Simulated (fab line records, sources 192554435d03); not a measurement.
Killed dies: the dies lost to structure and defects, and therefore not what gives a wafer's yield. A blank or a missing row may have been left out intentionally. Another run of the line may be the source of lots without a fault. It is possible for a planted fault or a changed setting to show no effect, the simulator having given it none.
One fault seen from 3 desks	flow n5Finfet	numbers are kept per desk, each desk with only its own; the story behind them comes last
Where a reading is given only as a bound, like >300, the bound stands for it, and a mean or a difference that rests on one is marked > or <: the true number lies beyond.

DESK OF THE TOOL OWNER: aldSin-02
The tool's own readings at N5_SPACER0_ALD_08 (deposits SiNx, target thk 2 nm): means of the sampled wafers that have a number, for each lot that ran on this tool. Marked OUT: a lot whose mean sits more than 4 standard deviations from the usual mean, which makes it out of limits; the brackets give that distance.
Columns: A = chamberPressureTorr at N5_SPACER0_ALD_08, usual 2.000 Torr; B = heaterPowerW at N5_SPACER0_ALD_08, usual 865 W
lot	first seen here	A	B
L695	day 4 00:13	1.999	875
L700	day 5 09:17	1.996	796
L702	day 5 21:45	2.000	839
L714	day 8 19:50	1.998	843
L708	day 8 21:22	2.000	845
Result from this desk: across the 5 lots, nothing is out of limits.

THE DEFECT DESK
Counts from the inspections along the route, per lot, as means over the sampled wafers that have a number. Marked OUT: a lot whose mean sits more than 4 standard deviations from the usual mean, which makes it out of limits; the brackets give that distance.
Columns: A = rawDefectCount at N5_SPACER0_INSPECT_04, usual 146; B = rawDefectCount at N5_SD_EPI_N_INSPECT_11, usual 2.2; C = rawDefectCount at N5_SD_EPI_N_INSPECT_26, usual 221; D = rawDefectCount at N5_SD_EPI_P_INSPECT_26, usual 188
lot	first seen here	A	B	C	D
L695	day 4 00:22	130	1.3	284	298
L700	day 5 09:27	383 (+6.2) OUT	289.3 (+99 or more) OUT	428 (+4.4) OUT	445 (+5.4) OUT
L702	day 5 21:55	466 (+8.4) OUT	>287 (+99 or more) OUT	551 (+7.0) OUT	509 (+6.7) OUT
L705	day 6 12:07	105	3.0	187	128
L707	day 7 00:26	115	2.0	168	129
L710	day 7 20:59	169	2.3	266	210
L714	day 8 20:00	118	1.0	204	205
L708	day 8 21:31	167	2.7	240	186
This desk's finding: out of limits on L700, L702; first on L700, day 5 09:27 (rawDefectCount at N5_SPACER0_INSPECT_04). In limits: L695, L705, L707, L710, L714, L708.

THE METROLOGY DESK
Means of the sampled wafers that have a number, per lot and without regard to the tool the lot ran on: this is what the gauges read. Marked OUT: a lot whose mean sits more than 4 standard deviations from the usual mean, which makes it out of limits; the brackets give that distance. Only the readings that lie furthest out on some lot appear, 7 of the 10 it has.
Columns: A = DIBL_N at N5_BEOL_M4_RC_MEAS_101, usual 36.1 mV/V; B = DIBL_P at N5_BEOL_M4_RC_MEAS_101, usual 35.8 mV/V; C = IOFF_N at N5_BEOL_M4_RC_MEAS_101, usual 0.16 nA/um; D = ION_N at N5_BEOL_M4_RC_MEAS_101, usual 673 uA/um; E = ION_P at N5_BEOL_M4_RC_MEAS_101, usual 461 uA/um; F = SS_P at N5_BEOL_M4_RC_MEAS_101, usual 73.3 mV/dec; G = VT_N at N5_BEOL_M4_RC_MEAS_101, usual 250 mV
lot	first seen here	A	B	C	D	E	F	G
L695	day 9 09:04	36.9	37.8	0.19	682	460	73.6	247
L700	day 10 17:31	36.7	36.3	0.15	671	458	73.6	249
L702	day 11 06:13	35.2	35.9	0.16	680	471	72.8	248
L705	day 11 13:50	36.5	36.2	0.17	680	464	73.4	247
L707	day 12 10:47	38.9	39.9	0.21	686	465	74.1	246
L710	day 12 20:27	34.8	34.0	0.13	657	454	72.7	252
L714	day 13 22:20	35.7	36.9	0.18	681	462	73.8	246
L708	day 14 08:28	36.1	35.0	0.17	676	465	73.1	248
Result from this desk: across the 8 lots, nothing is out of limits.

ALL TOGETHER
The defect desk could have raised an alarm at day 5 09:27, on L700, L702.
Nothing out of limits was seen by the tool owner's desk.
Nothing out of limits was seen by the metrology desk.
The tool owner's desk has L700, L702 on record, within its limits.
The metrology desk has L700, L702 on record, within its limits.
Of the lots named, all ran N5_SPACER0_ALD_08 on aldSin-02.

WHAT WAS PUT IN BY THE SIMULATOR
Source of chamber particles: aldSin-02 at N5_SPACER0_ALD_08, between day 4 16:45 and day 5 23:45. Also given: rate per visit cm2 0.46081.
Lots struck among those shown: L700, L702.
Hours from the fault's start to each desk's first reading out of limits: the defect desk, 17.
